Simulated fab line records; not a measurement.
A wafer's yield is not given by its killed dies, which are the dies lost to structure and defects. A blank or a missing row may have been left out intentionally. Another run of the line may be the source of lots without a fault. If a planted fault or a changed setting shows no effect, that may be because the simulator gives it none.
8D (eight disciplines) problem report, filled in by code -- flow n5-finfet -- the parts of the form that need people (team, actions taken, sign-off) are left out

== 1. THE PROBLEM ==
Mean of run-length-s at N5_BEOL_M11_CVD_75: 114.2 s across 3 wafers in 2 lots; on wafers with no fault it is 161.4 s (standard deviation 0.54). That is -87 standard deviations from the usual mean.
The step: deposits Co from CCTBA/H2, target thk 2 nm, time 138.9 s.
First seen on wafer L818.4, day 13 15:31, on cvd-co-01. At this step, 32 wafers from 12 lots have a number in the record. The rule behind "out" and "out of limits": a value lying over 4 standard deviations away from the usual mean. Any other wafer with a number is counted as sound.

== 2. WHAT IT IS, AND WHAT IT ISN'T ==
question,is,is not
which readings at this step,run-length-s,-
which lots,"L818, L819","L808, L809, L810, L811, L812, L814, L825, L828, L830, L831"
which wafers of those lots,"L818.4, L818.6, L819.4",L819.3
read on which tools,cvd-co-01,cvd-co-02
when,from day 13 15:31,"up to then (17 sound wafers); but 12 sound wafers of L819, L825, L828, L830, L831 came after"

== 3. THE SUSPECTS, EACH WITH WHAT RULES IT OUT ==
Counting: if a tool at a process step up to the reading ran every lot that is out, it stays a suspect. Sound lots after the first of them don't rule it out here, since some wafers of a struck lot are sound.
- cvd-co-01 at N5_BEOL_M11_CVD_75 (deposits Co from CCTBA/H2, target thk 2 nm, time 138.9 s): kept. Every lot that is out went through it, the first being L818 (day 13 15:31); the last sound lot it ran before that was L814 (day 12 04:11). Its own run-length-s readings are out on those wafers.
The count leaves cvd-co-01 at N5_BEOL_M11_CVD_75.

== 4. THE CAUSE (what the simulator had put in) ==
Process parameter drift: cvd-co-01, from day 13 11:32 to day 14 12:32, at N5_BEOL_M11_CVD_75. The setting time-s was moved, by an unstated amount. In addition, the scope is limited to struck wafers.
Counting left only this tool.

== 5. THE CHAIN OF EFFECTS, in route order ==
Rows list readings where the struck wafers' mean (over those with a number) sits beyond 3 standard deviations from the usual. Scope: only readings with a usual standard deviation given in the record; hours: median across lots of the time from each lot's start at the first step in this table that gives one to its start at this step; sigmas: change in usual standard deviations.
hours,step,reading,usual,on struck wafers,change,sigmas
0,N5_BEOL_M11_CVD_75,run-length-s,161.4 s,114.2,-47.2,-87
It contains these process steps:
- N5_BEOL_M11_CVD_75: deposits Co from CCTBA/H2, target thk 2 nm, time 138.9 s.

== 6. WHAT WOULD HAVE CAUGHT IT SOONER ==
In this record the first reading out of limits was taken at day 13 15:31, 4 hours after the fault began at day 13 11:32.
